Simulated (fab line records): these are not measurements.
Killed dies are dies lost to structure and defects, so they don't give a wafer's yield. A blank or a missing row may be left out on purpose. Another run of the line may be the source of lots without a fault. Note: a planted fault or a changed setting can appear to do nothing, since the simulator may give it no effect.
Split-lot trial :: flow n5-finfet :: route with 1938 steps; 7 lots, 39 wafers read

THE SPLIT
At N5_BEOL_M7_HM_DEP_02 (deposits TiN, target thk 20 nm), the setting target-thk-a was moved away from the recipe's 200 angstrom on 6 of the 39 wafers read, by +35.1% to +49.6%. This setting was run at the recipe's value on the other wafers.

FROM THE SPLIT TO THE READING: what the file shows between them, 4 steps
- N5_BEOL_M7_COAT_59: time 60 s, resist thk 100 nm
- N5_BEOL_M7_COAT_60: time 60 s, resist thk 35 nm
- N5_BEOL_M7_STRIP_68: strips in N2/H2
- N5_BEOL_M7_STRIP_67: strips in CF4

THE READING
etch.depth-nm (the simulator's own value, which no gauge read), in nm, at N5_BEOL_M7_HM_OPEN_17 (chemistry Cl2/BCl3, target TiN, target depth 20 nm, overetch 6 nm). The file gives no usual value for it. Across the 33 wafers here that went through the recipe, the average is 19.78 nm and the standard deviation 0.28 nm.

wafer: L082.2
tool, chamber at the split: pvd-sputter-01, -
target-thk-a as run, angstrom: 200
against the recipe: recipe
etch.depth-nm, nm: 19.58
against lot-mates on the recipe: -

wafer: L082.3
tool, chamber at the split: pvd-sputter-01, -
target-thk-a as run, angstrom: 200
against the recipe: recipe
etch.depth-nm, nm: 19.31
against lot-mates on the recipe: -

wafer: L082.6
tool, chamber at the split: pvd-sputter-01, -
target-thk-a as run, angstrom: 200
against the recipe: recipe
etch.depth-nm, nm: 19.45
against lot-mates on the recipe: -

wafer: L086.1
tool, chamber at the split: pvd-sputter-02, -
target-thk-a as run, angstrom: 200
against the recipe: recipe
etch.depth-nm, nm: 19.71
against lot-mates on the recipe: -

wafer: L086.2
tool, chamber at the split: pvd-sputter-02, -
target-thk-a as run, angstrom: 200
against the recipe: recipe
etch.depth-nm, nm: 20.09
against lot-mates on the recipe: -

wafer: L086.3
tool, chamber at the split: pvd-sputter-02, -
target-thk-a as run, angstrom: 200
against the recipe: recipe
etch.depth-nm, nm: 19.4
against lot-mates on the recipe: -

wafer: L086.4
tool, chamber at the split: pvd-sputter-02, -
target-thk-a as run, angstrom: 200
against the recipe: recipe
etch.depth-nm, nm: 19.51
against lot-mates on the recipe: -

wafer: L086.5
tool, chamber at the split: pvd-sputter-02, -
target-thk-a as run, angstrom: 200
against the recipe: recipe
etch.depth-nm, nm: 19.61
against lot-mates on the recipe: -

wafer: L086.6
tool, chamber at the split: pvd-sputter-02, -
target-thk-a as run, angstrom: 200
against the recipe: recipe
etch.depth-nm, nm: 20
against lot-mates on the recipe: -

wafer: L089.1
tool, chamber at the split: pvd-sputter-03, -
target-thk-a as run, angstrom: 299.2
against the recipe: +49.6%
etch.depth-nm, nm: 27.48
against lot-mates on the recipe: +7.45

wafer: L089.2
tool, chamber at the split: pvd-sputter-03, -
target-thk-a as run, angstrom: 299.2
against the recipe: +49.6%
etch.depth-nm, nm: 25.78
against lot-mates on the recipe: +5.75

wafer: L089.3
tool, chamber at the split: pvd-sputter-03, -
target-thk-a as run, angstrom: 200
against the recipe: recipe
etch.depth-nm, nm: 19.73
against lot-mates on the recipe: -

wafer: L089.4
tool, chamber at the split: pvd-sputter-03, -
target-thk-a as run, angstrom: 299.2
against the recipe: +49.6%
etch.depth-nm, nm: 25.7
against lot-mates on the recipe: +5.67

wafer: L089.5
tool, chamber at the split: pvd-sputter-03, -
target-thk-a as run, angstrom: 200
against the recipe: recipe
etch.depth-nm, nm: 20.08
against lot-mates on the recipe: -

wafer: L089.6
tool, chamber at the split: pvd-sputter-03, -
target-thk-a as run, angstrom: 200
against the recipe: recipe
etch.depth-nm, nm: 20.29
against lot-mates on the recipe: -

wafer: L093.1
tool, chamber at the split: pvd-sputter-03, -
target-thk-a as run, angstrom: 200
against the recipe: recipe
etch.depth-nm, nm: 19.95
against lot-mates on the recipe: -

wafer: L093.2
tool, chamber at the split: pvd-sputter-03, -
target-thk-a as run, angstrom: 200
against the recipe: recipe
etch.depth-nm, nm: 19.81
against lot-mates on the recipe: -

wafer: L093.3
tool, chamber at the split: pvd-sputter-03, -
target-thk-a as run, angstrom: 200
against the recipe: recipe
etch.depth-nm, nm: 20.26
against lot-mates on the recipe: -

wafer: L093.4
tool, chamber at the split: pvd-sputter-03, -
target-thk-a as run, angstrom: 200
against the recipe: recipe
etch.depth-nm, nm: 20.11
against lot-mates on the recipe: -

wafer: L093.5
tool, chamber at the split: pvd-sputter-03, -
target-thk-a as run, angstrom: 200
against the recipe: recipe
etch.depth-nm, nm: 20.02
against lot-mates on the recipe: -

wafer: L093.6
tool, chamber at the split: pvd-sputter-03, -
target-thk-a as run, angstrom: 200
against the recipe: recipe
etch.depth-nm, nm: 19.78
against lot-mates on the recipe: -

wafer: L094.1
tool, chamber at the split: pvd-sputter-03, -
target-thk-a as run, angstrom: 200
against the recipe: recipe
etch.depth-nm, nm: 19.76
against lot-mates on the recipe: -

wafer: L094.2
tool, chamber at the split: pvd-sputter-03, -
target-thk-a as run, angstrom: 200
against the recipe: recipe
etch.depth-nm, nm: 19.82
against lot-mates on the recipe: -

wafer: L094.3
tool, chamber at the split: pvd-sputter-03, -
target-thk-a as run, angstrom: 200
against the recipe: recipe
etch.depth-nm, nm: 19.81
against lot-mates on the recipe: -

wafer: L094.4
tool, chamber at the split: pvd-sputter-03, -
target-thk-a as run, angstrom: 200
against the recipe: recipe
etch.depth-nm, nm: 19.81
against lot-mates on the recipe: -

wafer: L094.5
tool, chamber at the split: pvd-sputter-03, -
target-thk-a as run, angstrom: 200
against the recipe: recipe
etch.depth-nm, nm: 19.71
against lot-mates on the recipe: -

wafer: L094.6
tool, chamber at the split: pvd-sputter-03, -
target-thk-a as run, angstrom: 200
against the recipe: recipe
etch.depth-nm, nm: 19.62
against lot-mates on the recipe: -

wafer: L092.1
tool, chamber at the split: pvd-sputter-01, -
target-thk-a as run, angstrom: 200
against the recipe: recipe
etch.depth-nm, nm: 19.56
against lot-mates on the recipe: -

wafer: L092.2
tool, chamber at the split: pvd-sputter-01, -
target-thk-a as run, angstrom: 200
against the recipe: recipe
etch.depth-nm, nm: 19.4
against lot-mates on the recipe: -

wafer: L092.3
tool, chamber at the split: pvd-sputter-01, -
target-thk-a as run, angstrom: 200
against the recipe: recipe
etch.depth-nm, nm: 19.67
against lot-mates on the recipe: -

wafer: L092.4
tool, chamber at the split: pvd-sputter-01, -
target-thk-a as run, angstrom: 200
against the recipe: recipe
etch.depth-nm, nm: 19.57
against lot-mates on the recipe: -

wafer: L092.5
tool, chamber at the split: pvd-sputter-01, -
target-thk-a as run, angstrom: 200
against the recipe: recipe
etch.depth-nm, nm: 19.51
against lot-mates on the recipe: -

wafer: L092.6
tool, chamber at the split: pvd-sputter-01, -
target-thk-a as run, angstrom: 200
against the recipe: recipe
etch.depth-nm, nm: 19.46
against lot-mates on the recipe: -

wafer: L097.1
tool, chamber at the split: pvd-sputter-02, -
target-thk-a as run, angstrom: 270.1
against the recipe: +35.1%
etch.depth-nm, nm: 26.85
against lot-mates on the recipe: +6.70

wafer: L097.2
tool, chamber at the split: pvd-sputter-02, -
target-thk-a as run, angstrom: 200
against the recipe: recipe
etch.depth-nm, nm: 20.39
against lot-mates on the recipe: -

wafer: L097.3
tool, chamber at the split: pvd-sputter-02, -
target-thk-a as run, angstrom: 270.1
against the recipe: +35.1%
etch.depth-nm, nm: 25.5
against lot-mates on the recipe: +5.35

wafer: L097.4
tool, chamber at the split: pvd-sputter-02, -
target-thk-a as run, angstrom: 200
against the recipe: recipe
etch.depth-nm, nm: 20.15
against lot-mates on the recipe: -

wafer: L097.5
tool, chamber at the split: pvd-sputter-02, -
target-thk-a as run, angstrom: 200
against the recipe: recipe
etch.depth-nm, nm: 19.92
against lot-mates on the recipe: -

wafer: L097.6
tool, chamber at the split: pvd-sputter-02, -
target-thk-a as run, angstrom: 270.1
against the recipe: +35.1%
etch.depth-nm, nm: 25.65
against lot-mates on the recipe: +5.50

FIT RESULTS
A straight line over all 39 wafers: etch.depth-nm changes by +0.146 nm for each +1% of target-thk-a; r = +0.97; the points scatter about the line by 0.54 nm.
The same after taking each lot's own level away (the mean of its wafers on the recipe; 39 wafers): +0.14 nm for each +1%; r = +0.98; scatter 0.46 nm.
The reading moves by 6.9 nm for the largest change in target-thk-a, on that fit.
From 19.447 to 20.153 nm: that is the span of the lots' own levels, equal to 2.6 times the standard deviation above.
Hence the lot-to-lot level has little effect on the slope; both slopes agree.
Check: with one of the wafers moved furthest among these (+49.6%) left out of the fit, the line predicts +6.8 nm for it against its lot-mates. Against them it came out at +7.45 nm.

ADDITIONAL SPLITS CARRIED BY THESE WAFERS
These wafers also went through other splits before the reading. Each is held against what the fit with the lots' levels taken away leaves over:
other split on the same wafers: N5_BEOL_M5_TRENCH_ETCH_37 target-depth-a
wafers away from the commonest value: 12
r with etch.depth-nm (lot level and that fit taken away): -0.10

THE WHOLE CHAIN: every reading that the file lists as answering this split, in the file's order
step: N5_BEOL_M7_HM_DEP_02
what it does: deposits TiN, target thk 20 nm
reading: TiN_of_BEOL_M7_HM_DEP_02.thk-nm (the simulator's own value, which no gauge read)
change (the file's fit): +0.198 nm for each +1% of the setting
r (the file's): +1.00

step: N5_BEOL_M7_HM_OPEN_17
what it does: chemistry Cl2/BCl3, target TiN, target depth 20 nm, overetch 6 nm
reading: etch.depth-nm (the simulator's own value, which no gauge read)
change (the file's fit): +0.14 nm for each +1% of the setting
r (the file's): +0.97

FILE'S OWN FIT
etch.depth-nm changes by +0.14 nm for each +1% of target-thk-a, r = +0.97.
